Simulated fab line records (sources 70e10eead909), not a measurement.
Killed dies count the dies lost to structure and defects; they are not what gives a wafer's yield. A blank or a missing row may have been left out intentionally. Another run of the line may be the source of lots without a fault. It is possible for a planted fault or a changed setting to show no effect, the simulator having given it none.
Which of the tools did it? + flow nand-harc + 69 wafers from 23 lots sampled at 6 of the route's 1302 steps

== WHAT THE GAUGES SHOWED, per wafer ==
No reading from a measuring or inspecting step in the record can be judged against a usual standard deviation.

== WHICH TOOL RAN EACH LOT (tool, then ch and the chambers of the sampled wafers, then the start) ==
| lot  | NHARC_A_STAIRCASE_TRIM_196         | NHARC_A_STAIRCASE_TRIM_220         | NHARC_A_STAIRCASE_TRIM_224                    | NHARC_A_STAIRCASE_TRIM_233                    | NHARC_A_STAIRCASE_DEP_259       | NHARC_A_STAIRCASE_ETCH_273     |
|------|------------------------------------|------------------------------------|-----------------------------------------------|-----------------------------------------------|---------------------------------|--------------------------------|
| L074 | rie-diel-12 ch 0,1, day 16 01:25   | rie-diel-13 ch 1,2,3, day 16 04:32 | rie-diel-13 ch 1,2,3, day 16 10:59 or earlier | rie-diel-04 ch 0,2, day 16 10:59 or earlier   | pecvd-02 ch 0,1, day 16 10:59   | rie-diel-13 ch 0,2, no start   |
| L075 | rie-diel-04 ch 0,1, day 16 07:46   | rie-diel-13 ch 0,1,2, day 16 10:26 | rie-diel-13 ch 0,1,2, day 16 17:18 or earlier | rie-diel-04 ch 0,1,2, day 16 17:18 or earlier | pecvd-02 ch 0,2, day 16 17:18   | rie-diel-12 ch 2,3, no start   |
| L077 | rie-diel-13 ch 1,3, day 16 21:07   | rie-diel-12 ch 0,2,3, day 16 23:48 | rie-diel-12 ch 0,1,3, day 17 06:25 or earlier | rie-diel-12 ch 1,2,3, day 17 06:25 or earlier | pecvd-02 ch 0,1,2, day 17 06:25 | rie-diel-13 ch 0,3, no start   |
| L076 | rie-diel-04 ch 0,1,3, day 16 21:23 | rie-diel-04 ch 0,2,3, day 17 00:12 | rie-diel-04 ch 1,2,3, day 17 07:01 or earlier | rie-diel-12 ch 1,2,3, day 17 07:01 or earlier | pecvd-03 ch 0,1, day 17 07:01   | rie-diel-12 ch 0,1,2, no start |
| L078 | rie-diel-13 ch 0,1,3, day 17 06:14 | rie-diel-12 ch 0,3, day 17 09:35   | rie-diel-12 ch 1,3, day 17 19:22 or earlier   | rie-diel-12 ch 1,2,3, day 17 19:22 or earlier | pecvd-03 ch 0,1, day 17 19:22   | rie-diel-12 ch 0,2,3, no start |
| L079 | rie-diel-04 ch 2,3, day 17 17:38   | rie-diel-12 ch 0,2, day 17 21:48   | rie-diel-12 ch 1,2,3, day 18 07:15 or earlier | rie-diel-04 ch 1,2, day 18 07:15 or earlier   | pecvd-03 ch 1,2, day 18 07:15   | rie-diel-04 ch 0,2,3, no start |
| L080 | rie-diel-04 ch 0,1, day 18 11:06   | rie-diel-04 ch 1,2, day 18 13:54   | rie-diel-04 ch 0,1, day 18 22:11 or earlier   | rie-diel-04 ch 1,2, day 18 22:11 or earlier   | pecvd-04 ch 0,1,2, day 18 22:11 | rie-diel-04 ch 1,2,3, no start |
| L081 | rie-diel-13 ch 0,1, day 18 11:10   | rie-diel-13 ch 0,2,3, day 18 13:52 | rie-diel-13 ch 0,2,3, day 18 20:17 or earlier | rie-diel-13 ch 0,2, day 18 20:17 or earlier   | pecvd-04 ch 0,2, day 18 20:17   | rie-diel-04 ch 1,2,3, no start |
| L082 | rie-diel-12 ch 1,2,3, day 19 07:07 | rie-diel-12 ch 2,3, day 19 09:56   | rie-diel-12 ch 1,3, day 19 16:29 or earlier   | rie-diel-12 ch 0,2,3, day 19 16:29 or earlier | pecvd-02 ch 0,2, day 19 16:29   | rie-diel-04 ch 0,1, no start   |
| L083 | rie-diel-12 ch 1,2,3, day 20 10:50 | rie-diel-12 ch 0,1,2, day 20 13:29 | rie-diel-12 ch 0,1,2, day 20 21:38 or earlier | rie-diel-12 ch 0,2,3, day 20 21:38 or earlier | pecvd-03 ch 0,1, day 20 21:38   | rie-diel-12 ch 0,1,2, no start |
| L084 | rie-diel-13 ch 0,1, day 20 11:50   | rie-diel-13 ch 1,2, day 20 14:37   | rie-diel-13 ch 1,2,3, day 20 22:26 or earlier | rie-diel-12 ch 0,2, day 20 22:26 or earlier   | pecvd-03 ch 1,2, day 20 22:26   | rie-diel-13 ch 0,2, no start   |
| L085 | rie-diel-04 ch 1,3, day 20 20:24   | rie-diel-04 ch 1,2, day 20 23:13   | rie-diel-04 ch 0,1, day 21 06:22 or earlier   | rie-diel-12 ch 0,2, day 21 06:22 or earlier   | pecvd-04 ch 0,2, day 21 06:22   | rie-diel-13 ch 1,2,3, no start |
| L086 | rie-diel-12 ch 1,2,3, day 21 08:11 | rie-diel-04 ch 0,2,3, day 21 13:35 | rie-diel-04 ch 0,1, day 21 20:05 or earlier   | rie-diel-04 ch 0,1, day 21 20:05 or earlier   | pecvd-04 ch 0,1,2, day 21 20:05 | rie-diel-04 ch 0,3, no start   |
| L089 | rie-diel-04 ch 0,1,3, day 22 04:12 | rie-diel-12 ch 2,3, day 22 06:56   | rie-diel-12 ch 0,1, day 22 13:32 or earlier   | rie-diel-12 ch 0,2,3, day 22 13:32 or earlier | pecvd-02 ch 0,1,2, day 22 13:32 | rie-diel-13 ch 0,1,2, no start |
| L088 | rie-diel-04 ch 0,1,3, day 22 07:10 | rie-diel-04 ch 0,1,3, day 22 09:51 | rie-diel-04 ch 0,1,2, day 22 19:46 or earlier | rie-diel-04 ch 1,2,3, day 22 19:46 or earlier | pecvd-02 ch 0,2, day 22 19:46   | rie-diel-12 ch 0,1,2, no start |
| L090 | rie-diel-04 ch 0,1,2, day 22 16:58 | rie-diel-12 ch 0,1,3, day 22 19:41 | rie-diel-12 ch 1,2,3, day 23 09:38 or earlier | rie-diel-12 ch 0,1,2, day 23 09:38 or earlier | pecvd-04 ch 0,1, day 23 09:38   | rie-diel-13 ch 0,3, no start   |
| L091 | rie-diel-12 ch 0,1,3, day 23 07:16 | rie-diel-12 ch 2,3, day 23 11:08   | rie-diel-12 ch 1,3, day 23 19:50 or earlier   | rie-diel-12 ch 0,1,2, day 23 19:50 or earlier | pecvd-02 ch 0,1, day 23 19:50   | rie-diel-13 ch 0,2,3, no start |
| L092 | rie-diel-12 ch 0,1,2, day 23 15:17 | rie-diel-13 ch 0,2, day 23 17:49   | rie-diel-13 ch 0,3, day 24 00:20 or earlier   | rie-diel-12 ch 2,3, day 24 00:20 or earlier   | pecvd-04 ch 0,1, day 24 00:20   | rie-diel-12 ch 0,1, no start   |
| L093 | rie-diel-04 ch 1,2, day 23 20:37   | rie-diel-04 ch 1,2, day 23 23:08   | rie-diel-04 ch 0,2,3, day 24 06:04 or earlier | rie-diel-04 ch 0,1,2, day 24 06:04 or earlier | pecvd-02 ch 0,1, day 24 06:04   | rie-diel-13 ch 0,2,3, no start |
| L095 | rie-diel-04 ch 1,2,3, day 24 10:05 | rie-diel-12 ch 1,2,3, day 24 12:47 | rie-diel-12 ch 1,2,3, day 24 20:16 or earlier | rie-diel-12 ch 0,1,2, day 24 20:16 or earlier | pecvd-02 ch 0,1,2, day 24 20:16 | rie-diel-04 ch 0,1,2, no start |
| L094 | rie-diel-12 ch 2,3, day 24 10:28   | rie-diel-13 ch 0,2,3, day 24 13:10 | rie-diel-13 ch 2,3, day 24 20:57 or earlier   | rie-diel-13 ch 1,2, day 24 20:57 or earlier   | pecvd-03 ch 0,1,2, day 24 20:57 | rie-diel-12 ch 0,1,3, no start |
| L096 | rie-diel-13 ch 0,2,3, day 25 03:00 | rie-diel-12 ch 1,2, day 25 05:40   | rie-diel-12 ch 2,3, day 25 13:00 or earlier   | rie-diel-12 ch 0,1, day 25 13:00 or earlier   | pecvd-04 ch 0,1,2, day 25 13:00 | rie-diel-12 ch 1,2,3, no start |
| L097 | rie-diel-13 ch 0,2, day 25 21:26   | rie-diel-12 ch 2,3, day 26 00:04   | rie-diel-12 ch 0,1,2, day 26 06:30 or earlier | rie-diel-04 ch 0,2,3, day 26 06:30 or earlier | pecvd-04 ch 0,1, day 26 06:30   | rie-diel-04 ch 0,1, no start   |
- NHARC_A_STAIRCASE_TRIM_196: chemistry O2, time 211.2 s.
- NHARC_A_STAIRCASE_TRIM_220: chemistry O2, time 211.2 s.
- NHARC_A_STAIRCASE_TRIM_224: chemistry O2, time 211.2 s.
- NHARC_A_STAIRCASE_TRIM_233: chemistry O2, time 211.2 s.
- NHARC_A_STAIRCASE_DEP_259: deposits SiON, target thk 30 nm.
- NHARC_A_STAIRCASE_ETCH_273: etches the open film in C4F8/O2/Ar, target depth 10200 nm, time 2468.6 s.

== AS READ BY THE TOOLS THEMSELVES (means over the sampled wafers that have a number; for cases with no such wafer, the mark the record gives instead) ==
NHARC_A_STAIRCASE_TRIM_196. Usual: drypump-motor-current-A 5.6 A, standard deviation 0.46; oes-product-au 1.006 a.u., standard deviation 0.014; rf-vpp-V 57.7 V, standard deviation 0.85; showerhead-plenum-p-Torr 3.49 Torr, standard deviation 0.12; throttle-valve-pct 17.037 %, standard deviation 0.0096.
| lot  | tool        | drypump-motor-current-A (A) | oes-product-au (a.u.) | rf-vpp-V (V) | showerhead-plenum-p-Torr (Torr) | throttle-valve-pct (%) | flag |
|------|-------------|-----------------------------|-----------------------|--------------|---------------------------------|------------------------|------|
| L074 | rie-diel-12 | 6.0                         | 0.995                 | 56.8         | 3.37                            | 17.032                 |      |
| L075 | rie-diel-04 | 5.7                         | 1.008                 | 57.7         | 3.50                            | 17.040                 |      |
| L077 | rie-diel-13 | 6.1                         | 1.020                 | 58.3         | 3.41                            | 17.039                 |      |
| L076 | rie-diel-04 | 5.6                         | 1.005                 | 56.6         | 3.46                            | 17.043                 |      |
| L078 | rie-diel-13 | 5.6                         | 1.029                 | 57.7         | 3.50                            | 17.042                 |      |
| L079 | rie-diel-04 | 5.3                         | 1.015                 | 57.3         | 3.41                            | 17.038                 |      |
| L080 | rie-diel-04 | 5.8                         | 0.994                 | 58.3         | 3.52                            | 17.030                 |      |
| L081 | rie-diel-13 | 5.2                         | 1.013                 | 57.7         | 3.55                            | 17.038                 |      |
| L082 | rie-diel-12 | 5.6                         | 0.991                 | 57.6         | 3.46                            | 17.036                 |      |
| L083 | rie-diel-12 | 5.5                         | 0.999                 | 57.8         | 3.64                            | 17.039                 |      |
| L084 | rie-diel-13 | 5.7                         | 1.007                 | 57.9         | 3.46                            | 17.041                 |      |
| L085 | rie-diel-04 | 5.5                         | 1.003                 | 57.5         | 3.40                            | 17.032                 |      |
| L086 | rie-diel-12 | 5.5                         | 0.998                 | 57.4         | 3.64                            | 17.033                 |      |
| L089 | rie-diel-04 | 5.6                         | 1.000                 | 57.6         | 3.44                            | 17.036                 |      |
| L088 | rie-diel-04 | 5.6                         | 1.002                 | 58.3         | 3.44                            | 17.040                 |      |
| L090 | rie-diel-04 | 5.6                         | 1.009                 | 58.0         | 3.50                            | 17.041                 |      |
| L091 | rie-diel-12 | 5.9                         | 1.003                 | 58.1         | 3.58                            | 17.043                 |      |
| L092 | rie-diel-12 | 5.6                         | 1.004                 | 58.3         | 3.57                            | 17.040                 |      |
| L093 | rie-diel-04 | 5.3                         | 1.014                 | 57.7         | 3.48                            | 17.032                 |      |
| L095 | rie-diel-04 | 5.3                         | 1.009                 | 57.7         | 3.42                            | 17.040                 |      |
| L094 | rie-diel-12 | 5.8                         | 1.002                 | 58.6         | 3.55                            | 17.041                 |      |
| L096 | rie-diel-13 | 5.4                         | 1.008                 | 58.3         | 3.62                            | 17.047                 |      |
| L097 | rie-diel-13 | 5.0                         | 1.005                 | 58.0         | 3.67                            | 17.030                 |      |

NHARC_A_STAIRCASE_TRIM_220. Usual: drypump-motor-current-A 5.6 A, standard deviation 0.48; oes-product-au 1.004 a.u., standard deviation 0.014; rf-vpp-V 57.8 V, standard deviation 0.89; showerhead-plenum-p-Torr 3.50 Torr, standard deviation 0.14; throttle-valve-pct 17.036 %, standard deviation 0.0093.
| lot  | tool        | drypump-motor-current-A (A) | oes-product-au (a.u.) | rf-vpp-V (V) | showerhead-plenum-p-Torr (Torr) | throttle-valve-pct (%) | flag |
|------|-------------|-----------------------------|-----------------------|--------------|---------------------------------|------------------------|------|
| L074 | rie-diel-13 | 5.9                         | 1.016                 | 57.7         | 3.39                            | 17.028                 |      |
| L075 | rie-diel-13 | 5.5                         | 1.010                 | 57.4         | 3.44                            | 17.032                 |      |
| L077 | rie-diel-12 | 5.8                         | 0.990                 | 57.8         | 3.52                            | 17.035                 |      |
| L076 | rie-diel-04 | 5.5                         | 1.001                 | 58.4         | 3.49                            | 17.032                 |      |
| L078 | rie-diel-12 | 6.1                         | 0.987                 | 58.3         | 3.53                            | 17.045                 |      |
| L079 | rie-diel-12 | 5.5                         | 0.986                 | 57.6         | 3.51                            | 17.037                 |      |
| L080 | rie-diel-04 | 5.4                         | 1.019                 | 57.1         | 3.48                            | 17.029                 |      |
| L081 | rie-diel-13 | 5.4                         | 1.022                 | 58.4         | 3.46                            | 17.033                 |      |
| L082 | rie-diel-12 | 5.8                         | 0.996                 | 58.0         | 3.57                            | 17.025                 |      |
| L083 | rie-diel-12 | 5.6                         | 1.002                 | 58.3         | 3.58                            | 17.040                 |      |
| L084 | rie-diel-13 | 5.9                         | 0.999                 | 58.0         | 3.31                            | 17.031                 |      |
| L085 | rie-diel-04 | 5.4                         | 1.009                 | 57.7         | 3.47                            | 17.042                 |      |
| L086 | rie-diel-04 | 5.5                         | 1.003                 | 56.7         | 3.47                            | 17.036                 |      |
| L089 | rie-diel-12 | 5.8                         | 1.007                 | 57.9         | 3.56                            | 17.035                 |      |
| L088 | rie-diel-04 | 5.6                         | 0.998                 | 57.4         | 3.44                            | 17.036                 |      |
| L090 | rie-diel-12 | 5.9                         | 1.002                 | 58.1         | 3.58                            | 17.036                 |      |
| L091 | rie-diel-12 | 5.4                         | 1.000                 | 58.1         | 3.55                            | 17.032                 |      |
| L092 | rie-diel-13 | 5.4                         | 1.000                 | 58.6         | 3.74                            | 17.034                 |      |
| L093 | rie-diel-04 | 5.4                         | 1.005                 | 57.0         | 3.46                            | 17.036                 |      |
| L095 | rie-diel-12 | 5.5                         | 1.005                 | 58.7         | 3.62                            | 17.040                 |      |
| L094 | rie-diel-13 | 5.4                         | 1.005                 | 57.7         | 3.62                            | 17.034                 |      |
| L096 | rie-diel-12 | 5.3                         | 1.004                 | 57.6         | 3.70                            | 17.042                 |      |
| L097 | rie-diel-12 | 5.4                         | 1.001                 | 57.9         | 3.54                            | 17.036                 |      |

NHARC_A_STAIRCASE_TRIM_224. Usual: drypump-motor-current-A 5.7 A, standard deviation 0.47; oes-product-au 1.004 a.u., standard deviation 0.015; rf-vpp-V 57.7 V, standard deviation 0.83; showerhead-plenum-p-Torr 3.49 Torr, standard deviation 0.14; throttle-valve-pct 17.036 %, standard deviation 0.0086.
| lot  | tool        | drypump-motor-current-A (A) | oes-product-au (a.u.) | rf-vpp-V (V) | showerhead-plenum-p-Torr (Torr) | throttle-valve-pct (%) | flag |
|------|-------------|-----------------------------|-----------------------|--------------|---------------------------------|------------------------|------|
| L074 | rie-diel-13 | 5.9                         | 1.015                 | 57.4         | 3.39                            | 17.035                 |      |
| L075 | rie-diel-13 | 5.5                         | 1.012                 | 58.3         | 3.44                            | 17.044                 |      |
| L077 | rie-diel-12 | 5.9                         | 0.999                 | 57.4         | 3.42                            | 17.033                 |      |
| L076 | rie-diel-04 | 5.4                         | 1.012                 | 57.3         | 3.45                            | 17.027                 |      |
| L078 | rie-diel-12 | 5.6                         | 1.000                 | 58.0         | 3.37                            | 17.030                 |      |
| L079 | rie-diel-12 | 5.5                         | 0.992                 | 57.1         | 3.47                            | 17.038                 |      |
| L080 | rie-diel-04 | 5.8                         | 0.990                 | 57.1         | 3.52                            | 17.035                 |      |
| L081 | rie-diel-13 | 5.4                         | 1.020                 | 57.1         | 3.46                            | 17.041                 |      |
| L082 | rie-diel-12 | 5.9                         | 1.006                 | 57.5         | 3.47                            | 17.032                 |      |
| L083 | rie-diel-12 | 5.6                         | 0.999                 | 59.1         | 3.58                            | 17.043                 |      |
| L084 | rie-diel-13 | 5.9                         | 1.006                 | 57.8         | 3.37                            | 17.043                 |      |
| L085 | rie-diel-04 | 5.7                         | 1.002                 | 57.4         | 3.48                            | 17.045                 |      |
| L086 | rie-diel-04 | 5.7                         | 1.002                 | 57.1         | 3.48                            | 17.035                 |      |
| L089 | rie-diel-12 | 5.9                         | 0.993                 | 58.2         | 3.53                            | 17.034                 |      |
| L088 | rie-diel-04 | 5.6                         | 1.007                 | 58.0         | 3.50                            | 17.038                 |      |
| L090 | rie-diel-12 | 5.6                         | 1.004                 | 57.8         | 3.63                            | 17.033                 |      |
| L091 | rie-diel-12 | 5.9                         | 0.999                 | 57.8         | 3.64                            | 17.030                 |      |
| L092 | rie-diel-13 | 5.1                         | 1.018                 | 58.6         | 3.56                            | 17.040                 |      |
| L093 | rie-diel-04 | 5.5                         | 1.019                 | 57.7         | 3.46                            | 17.043                 |      |
| L095 | rie-diel-12 | 5.6                         | 1.006                 | 58.4         | 3.62                            | 17.034                 |      |
| L094 | rie-diel-13 | 5.8                         | 0.998                 | 57.9         | 3.56                            | 17.044                 |      |
| L096 | rie-diel-12 | 5.4                         | 1.001                 | 57.4         | 3.54                            | 17.029                 |      |
| L097 | rie-diel-12 | 5.6                         | 1.000                 | 58.3         | 3.56                            | 17.036                 |      |

NHARC_A_STAIRCASE_TRIM_233. Usual: drypump-motor-current-A 5.7 A, standard deviation 0.46; oes-product-au 1.003 a.u., standard deviation 0.014; rf-vpp-V 57.8 V, standard deviation 1; showerhead-plenum-p-Torr 3.51 Torr, standard deviation 0.13; throttle-valve-pct 17.036 %, standard deviation 0.0079.
| lot  | tool        | drypump-motor-current-A (A) | oes-product-au (a.u.) | rf-vpp-V (V) | showerhead-plenum-p-Torr (Torr) | throttle-valve-pct (%) | flag |
|------|-------------|-----------------------------|-----------------------|--------------|---------------------------------|------------------------|------|
| L074 | rie-diel-04 | 5.7                         | 1.007                 | 57.6         | 3.56                            | 17.039                 |      |
| L075 | rie-diel-04 | 5.6                         | 1.005                 | 58.3         | 3.52                            | 17.039                 |      |
| L077 | rie-diel-12 | 5.5                         | 0.993                 | 58.0         | 3.47                            | 17.037                 |      |
| L076 | rie-diel-12 | 5.5                         | 1.000                 | 57.4         | 3.47                            | 17.033                 |      |
| L078 | rie-diel-12 | 5.5                         | 0.987                 | 56.9         | 3.47                            | 17.035                 |      |
| L079 | rie-diel-04 | 5.3                         | 1.015                 | 57.8         | 3.50                            | 17.038                 |      |
| L080 | rie-diel-04 | 5.5                         | 1.009                 | 57.3         | 3.48                            | 17.044                 |      |
| L081 | rie-diel-13 | 5.0                         | 1.012                 | 58.0         | 3.52                            | 17.035                 |      |
| L082 | rie-diel-12 | 5.8                         | 0.994                 | 57.8         | 3.51                            | 17.037                 |      |
| L083 | rie-diel-12 | 5.8                         | 0.994                 | 57.8         | 3.51                            | 17.027                 |      |
| L084 | rie-diel-12 | 5.8                         | 0.990                 | 58.2         | 3.45                            | 17.025                 |      |
| L085 | rie-diel-12 | 5.5                         | 0.997                 | 57.5         | 3.50                            | 17.036                 |      |
| L086 | rie-diel-04 | 5.9                         | 0.990                 | 57.5         | 3.51                            | 17.048                 |      |
| L089 | rie-diel-12 | 5.8                         | 0.992                 | 57.7         | 3.50                            | 17.031                 |      |
| L088 | rie-diel-04 | 5.3                         | 1.002                 | 57.6         | 3.43                            | 17.036                 |      |
| L090 | rie-diel-12 | 5.6                         | 0.991                 | 57.6         | 3.57                            | 17.040                 |      |
| L091 | rie-diel-12 | 5.6                         | 1.004                 | 57.3         | 3.57                            | 17.039                 |      |
| L092 | rie-diel-12 | 5.8                         | 1.001                 | 58.3         | 3.55                            | 17.035                 |      |
| L093 | rie-diel-04 | 5.6                         | 0.999                 | 57.4         | 3.49                            | 17.045                 |      |
| L095 | rie-diel-12 | 5.6                         | 1.008                 | 58.6         | 3.56                            | 17.035                 |      |
| L094 | rie-diel-13 | 5.9                         | 0.996                 | 58.0         | 3.65                            | 17.034                 |      |
| L096 | rie-diel-12 | 5.9                         | 0.993                 | 56.6         | 3.51                            | 17.022                 |      |
| L097 | rie-diel-04 | 5.5                         | 1.013                 | 57.1         | 3.45                            | 17.033                 |      |

NHARC_A_STAIRCASE_DEP_259. Usual: heater-power-w at 764 W, with a standard deviation of 100.
| lot  | tool     | heater-power-w (W) | flag |
|------|----------|--------------------|------|
| L074 | pecvd-02 | 681                |      |
| L075 | pecvd-02 | 755                |      |
| L077 | pecvd-02 | 727                |      |
| L076 | pecvd-03 | 791                |      |
| L078 | pecvd-03 | 742                |      |
| L079 | pecvd-03 | 956                |      |
| L080 | pecvd-04 | 747                |      |
| L081 | pecvd-04 | 716                |      |
| L082 | pecvd-02 | 713                |      |
| L083 | pecvd-03 | 864                |      |
| L084 | pecvd-03 | 981                |      |
| L085 | pecvd-04 | 660                |      |
| L086 | pecvd-04 | 728                |      |
| L089 | pecvd-02 | 765                |      |
| L088 | pecvd-02 | 789                |      |
| L090 | pecvd-04 | 758                |      |
| L091 | pecvd-02 | 690                |      |
| L092 | pecvd-04 | 769                |      |
| L093 | pecvd-02 | 773                |      |
| L095 | pecvd-02 | 770                |      |
| L094 | pecvd-03 | 856                |      |
| L096 | pecvd-04 | 718                |      |
| L097 | pecvd-04 | 828                |      |

NHARC_A_STAIRCASE_ETCH_273. Usual: oes-product-au 0.940 a.u., standard deviation 0.017; rf-vpp-V 1825 V, standard deviation 10.
| lot  | tool        | oes-product-au (a.u.) | rf-vpp-V (V) | flag |
|------|-------------|-----------------------|--------------|------|
| L074 | rie-diel-13 | 0.956                 | 1817         |      |
| L075 | rie-diel-12 | 0.927                 | 1831         |      |
| L077 | rie-diel-13 | 0.955                 | 1832         |      |
| L076 | rie-diel-12 | 0.924                 | 1819         |      |
| L078 | rie-diel-12 | 0.918                 | 1826         |      |
| L079 | rie-diel-04 | 0.933                 | 1823         |      |
| L080 | rie-diel-04 | 0.941                 | 1821         |      |
| L081 | rie-diel-04 | 0.933                 | 1820         |      |
| L082 | rie-diel-04 | 0.944                 | 1826         |      |
| L083 | rie-diel-12 | 0.932                 | 1831         |      |
| L084 | rie-diel-13 | 0.961                 | 1826         |      |
| L085 | rie-diel-13 | 0.946                 | 1815         |      |
| L086 | rie-diel-04 | 0.939                 | 1817         |      |
| L089 | rie-diel-13 | 0.955                 | 1819         |      |
| L088 | rie-diel-12 | 0.930                 | 1830         |      |
| L090 | rie-diel-13 | 0.945                 | 1826         |      |
| L091 | rie-diel-13 | 0.941                 | 1834         |      |
| L092 | rie-diel-12 | 0.935                 | 1836         |      |
| L093 | rie-diel-13 | 0.934                 | 1834         |      |
| L095 | rie-diel-04 | 0.923                 | 1824         |      |
| L094 | rie-diel-12 | 0.937                 | 1830         |      |
| L096 | rie-diel-12 | 0.947                 | 1834         |      |
| L097 | rie-diel-04 | 0.928                 | 1824         |      |

== THE ANSWER, worked out from the rows above alone ==
Rule: a lot counts as off when the mean over its wafers that have a number is more than 3 standard deviations away from the usual mean. Also off: a lot with no number at a reading for which 4 or more lots have one. Where the step has rows for the other lots, those lots are counted as sound. After the gauges, taken in route order, come the tools' own readings; for these a lot's mean is taken, as printed above. At the first step where some lot is off, the reading lying furthest off is the one used; lots without a number count as furthest.
Across all readings shown, no lot is off: no conclusion can be drawn from this.

== WHAT THE SIMULATOR PUT IN ==
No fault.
